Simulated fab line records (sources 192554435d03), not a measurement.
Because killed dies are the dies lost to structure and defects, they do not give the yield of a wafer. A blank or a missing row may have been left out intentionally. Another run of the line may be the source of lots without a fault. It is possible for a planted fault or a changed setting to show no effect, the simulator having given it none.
Chamber matching | flow n5Finfet | 4 sister chambers for N5_BEOL_M9_DESCUM_33 on rieDiel-02
The step chemistry O2, time 7 s. 24 wafers are shown with their chamber, then 12 later ones without.

## WAFERS WITH THEIR CHAMBER
wafer  | chamber | drypumpMotorCurrentA (A) | throttleValvePct (%) | showerheadPlenumPTorr (Torr)
L075.2 | 1       | 6.2                      | 20.23                | 2.04
L075.5 | 2       | 6.8                      | 20.68                | 2.11
L075.6 | 3       | 6.5                      | 20.49                | 2.08
L082.2 | 2       | 6.8                      | 20.71                | 2.10
L082.4 | 0       | 5.1                      | 20.07                | 2.22
L082.6 | 1       | 6.2                      | 20.26                | 2.04
L083.1 | 0       | 5.0                      | 20.09                | 2.22
L083.5 | 0       | 5.1                      | 20.09                | 2.22
L083.6 | 3       | 6.4                      | 20.51                | 2.07
L088.2 | 2       | 6.7                      | 20.71                | 2.10
L088.3 | 3       | 6.5                      | 20.52                | 2.07
L088.5 | 3       | 6.5                      | 20.51                | 2.07
L089.1 | 3       | 6.5                      | 20.52                | 2.07
L089.2 | 0       | 5.0                      | 20.08                | 2.21
L089.4 | 2       | 6.7                      | 20.71                | 2.10
L091.1 | 0       | 5.0                      | 20.11                | 2.21
L091.3 | 3       | 6.5                      | 20.54                | 2.07
L091.4 | 2       | 6.7                      | 20.73                | 2.09
L090.3 | 2       | 6.7                      | 20.73                | 2.09
L090.4 | 1       | 6.2                      | 20.29                | 2.03
L090.6 | 0       | 5.0                      | 20.10                | 2.21
L092.2 | 3       | 6.5                      | 20.52                | 2.07
L092.4 | 0       | 5.1                      | 20.10                | 2.21
L092.6 | 3       | 6.5                      | 20.52                | 2.07

SIGNATURES (averages over the wafers above)
reading               | chamber 0 | chamber 1 | chamber 2 | chamber 3 | scatter within a chamber
drypumpMotorCurrentA  | 5.043     | 6.200     | 6.733     | 6.487     | 0.0443
throttleValvePct      | 20.0914   | 20.2600   | 20.7117   | 20.5162   | 0.0173
showerheadPlenumPTorr | 2.2143    | 2.0367    | 2.0983    | 2.0713    | 0.00552
Rule: for a wafer and a chamber, the distance is found by dividing, reading by reading, the gap between the wafer's reading and the chamber's mean by the reading's scatter, squaring, summing and taking the root. If the next closest chamber is less than 2 further off than the closest, the wafer can't be placed; otherwise it belongs to the closest. The scatter: take each reading less its chamber's mean, square it, sum over the shown wafers, divide by the number of wafers less the number of chambers, and take the root.

## WAFERS WHOSE CHAMBER IS MISSING
wafer  | drypumpMotorCurrentA (A) | throttleValvePct (%) | showerheadPlenumPTorr (Torr)
L093.2 | 5.1                      | 20.11                | 2.21
L093.5 | 6.5                      | 20.53                | 2.07
L093.6 | 5.1                      | 20.12                | 2.21
L095.1 | 6.5                      | 20.55                | 2.07
L095.3 | 5.0                      | 20.10                | 2.21
L095.4 | 6.2                      | 20.30                | 2.03
L094.1 | 5.0                      | 20.11                | 2.21
L094.4 | 6.7                      | 20.74                | 2.09
L094.6 | 5.1                      | 20.11                | 2.21
L097.1 | 6.2                      | 20.31                | 2.03
L097.2 | 6.7                      | 20.73                | 2.09
L097.6 | 6.7                      | 20.74                | 2.09

## THE CHAMBER EACH PASSED THROUGH
wafer  | from the rows above | in truth
L093.2 | 0                   | 0
L093.5 | 3                   | 3
L093.6 | 0                   | 0
L095.1 | 3                   | 3
L095.3 | 0                   | 0
L095.4 | 1                   | 1
L094.1 | 0                   | 0
L094.4 | 2                   | 2
L094.6 | 0                   | 0
L097.1 | 1                   | 1
L097.2 | 2                   | 2
L097.6 | 2                   | 2
12 of 12 placed correctly. Can't be placed from these rows: 0. Wrongly placed: 0.
